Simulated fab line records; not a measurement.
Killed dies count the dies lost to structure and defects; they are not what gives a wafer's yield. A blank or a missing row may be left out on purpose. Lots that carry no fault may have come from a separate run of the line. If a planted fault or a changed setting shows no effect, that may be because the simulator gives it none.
A lot that was struck, set against a sound lot | flow nandHarc | 24 steps out of a route of 1159
Sound: these wafers, L977.4, L977.5, L977.6. Wafers struck: L987.1, L987.3, L987.4. Last of all comes the cause.
For every step that has rows: the tool of each side, followed by ch and its chambers, followed by its first start. Under that, the readings that differ: sound wafers | struck wafers | difference of the means | sigmas: that difference in standard deviations of wafers without a fault.
alike: same words and numbers on both sides, and readings whose means sit less than 2 such deviations apart. not compared: any withheld reading, any reading some wafer has no value for, any bound like >300 that may hide the same value, and any number with overlapping values for which the record gives no deviation.
The two part at a step that has a row with sigmas, a row that says differs or no value, or rows on one side only. When numbers do not overlap yet have no deviation, they are printed without sigmas and do not part them. A reading missing from all wafers of one side parts the sides only when that side holds two or more wafers.

NHARC_P_M1_INSPECT_27:
  sound on defectInspect-01, day 6 02:41; struck on defectInspect-02, day 10 02:22
  alike: rawDefectCount
NHARC_P_M1_PRE_CLEAN_32: time 12 s.
  sound on pecvd-01 ch 0,1,2, day 6 02:48; struck on pecvd-02 ch 0,1, day 10 02:38
  alike: heaterPowerW
NHARC_P_M1_DEP_33: deposits SiCN, target thk 30 nm.
  sound on pecvd-01 ch 0,1,2, day 6 02:58; struck on pecvd-02 ch 0,1, day 10 02:43
  alike: heaterPowerW
then, 8 steps without rows for these wafers: NHARC_P_M2_DEP_00 (deposits SiOC, target thk 182.5 nm); NHARC_P_M2_DEHYDRATE_01 (time 120 s); NHARC_P_M2_HMDS_02 (time 30 s); NHARC_P_M2_COAT_34 (time 65 s); NHARC_P_M2_COAT_03 (resist thk 90 nm); NHARC_P_M2_SOFTBAKE_04 (time 55 s); NHARC_P_M2_EBR_05; NHARC_P_M2_EXPOSE_06 (exposes mask P M2, target cd 170 nm).
NHARC_P_M2_PEB_07: peb time 65 s.
  sound on lithoTrack-01 ch 0, day 6 03:53; struck on lithoTrack-06 ch 0, day 10 03:45
reading               | sound              | struck            | difference | sigmas
heaterPowerTotalW (W) | 156.0 157.2 157.2  | 146.7 147.3 146.8 | -9.9       | -25
plateTempC (C)        | 99.88 100.00 99.93 | 95.34 95.39 95.39 | -4.56      | -35
  alike: exhaustPa
then, 1 step without rows for these wafers: NHARC_P_M2_DEVELOP_08 (develop time 35 s).
NHARC_P_M2_CD_MEAS_09 targets a cd of 170 nm.
  sound on cdSem-01 ch 0, day 6 03:58; struck on cdSem-02 ch 0, day 10 03:50
reading   | sound             | struck            | difference | sigmas
cdNm (nm) | 169.3 169.2 169.0 | 152.8 153.0 152.5 | -16.4      | -22
NHARC_P_M2_OVL_MEAS_10: pitch 340 nm.
  sound on overlay-01, day 6 04:04; struck on overlay-02, day 10 03:55
reading         | sound       | struck         | difference | sigmas
overlayYNm (nm) | 0.6 1.2 0.9 | -0.8 -1.1 -1.2 | -1.9       | -2
  alike: overlayXNm
NHARC_P_M2_INSPECT_11:
  sound on defectInspect-01, day 6 04:07; struck on defectInspect-02, day 10 03:57
  alike: rawDefectCount
NHARC_P_M2_DESCUM_14: chemistry O2, time 3 s.
  sound on rieDiel-03 ch 2,3, day 6 04:11; struck on rieDiel-13 ch 0,2,3, day 10 04:08
reading              | sound             | struck          | difference | sigmas
model.P_M2.cdNm (nm) | 169.1 169.3 169.9 | 151.8 153.1 152 | -17.1      | 
  alike: drypumpMotorCurrentA, o2FlowSccm, oesProductAu, rfVppV, showerheadPlenumPTorr, throttleValvePct
  not compared: rfHoursCounterH
NHARC_P_M2_ETCH_35: etches the open film in N2/H2, target depth 40 nm, overetch 12 nm, time 43.94 s.
  sound on rieDiel-03 ch 0,1,2, day 6 04:17; struck on rieDiel-13 ch 0,1,2, day 10 04:26
  alike: drypumpMotorCurrentA, oesProductAu, rfVppV, showerheadPlenumPTorr, throttleValvePct
  not compared: rfHoursCounterH
NHARC_P_M2_ETCH_15: etches the open film in C4F8/Ar, target depth 182.5 nm, time 91.2 s.
  sound: rieDiel-03 ch 1,2; struck: rieDiel-13 ch 0,2,3
reading             | sound             | struck            | difference | sigmas
oesProductAu (a.u.) | 0.955 0.955 0.974 | 0.924 0.915 0.918 | -0.042     | -2
  alike: rfVppV
  not compared: rfHoursCounterH
NHARC_P_M2_CD_MEAS_16:
  sound on cdSem-02, day 6 04:29; struck on cdSem-01, day 10 04:39
reading   | sound             | struck            | difference | sigmas
cdNm (nm) | 168.9 169.1 170.5 | 151.4 152.7 151.4 | -17.7      | -16
NHARC_P_M2_STRIP_18: strips in N2/H2.
  sound on rieDiel-03 ch 0,1, day 6 04:35; struck on rieDiel-06 ch 1,3, day 10 04:49
  alike: drypumpMotorCurrentA, oesProductAu, powerW, rfVppV, showerheadPlenumPTorr, throttleValvePct
  not compared: rfHoursCounterH
NHARC_P_M2_ETCH_28: etches the open film in CF4/N2, target depth 30 nm, time 72.99 s.
  sound: rieDiel-03 ch 0,1,3; struck: rieDiel-06 ch 0,1,3
reading              | sound             | struck            | difference | sigmas
model.P_M2.cdNm (nm) | 167.7 168.6 170.3 | 150.1 152.3 150.5 | -17.9      | 
  alike: drypumpMotorCurrentA, oesProductAu, rfVppV, showerheadPlenumPTorr, throttleValvePct
  not compared: rfHoursCounterH
then, 1 step without rows for these wafers: NHARC_P_M2_STRIP_19 (strips in post etch residue remover, time 600 s).
-- record jumps: 14 days between struck wafers' starts before vs after; left off in module P_M2, resumes in module END, first step shown is number 1159 of the route --
NHARC_END_SORT_01:
  sound on prober-02 ch 0, day 19 05:35; struck on prober-01 ch 0, day 23 21:34
reading           | sound | struck  | difference | sigmas
killedAtPeriphery | 1 1 7 | 12 8 13 | +8         | +3
  alike: defectLimitedYield, killedAtArray, killedAtOther, killedDies, killedOpen, killedShort, sort_bin_2_pct, sort_bin_3_pct, sort_bin_4_pct, sortNPass, sortRimYieldPct, sortYieldPct

WHERE THEY PART
At NHARC_P_M2_PEB_07 first; at NHARC_END_SORT_01 last (within this record only).

WHY: what had been put in by the simulator
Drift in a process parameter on lithoTrack-06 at NHARC_P_M2_PEB_07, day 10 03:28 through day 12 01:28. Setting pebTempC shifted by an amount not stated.
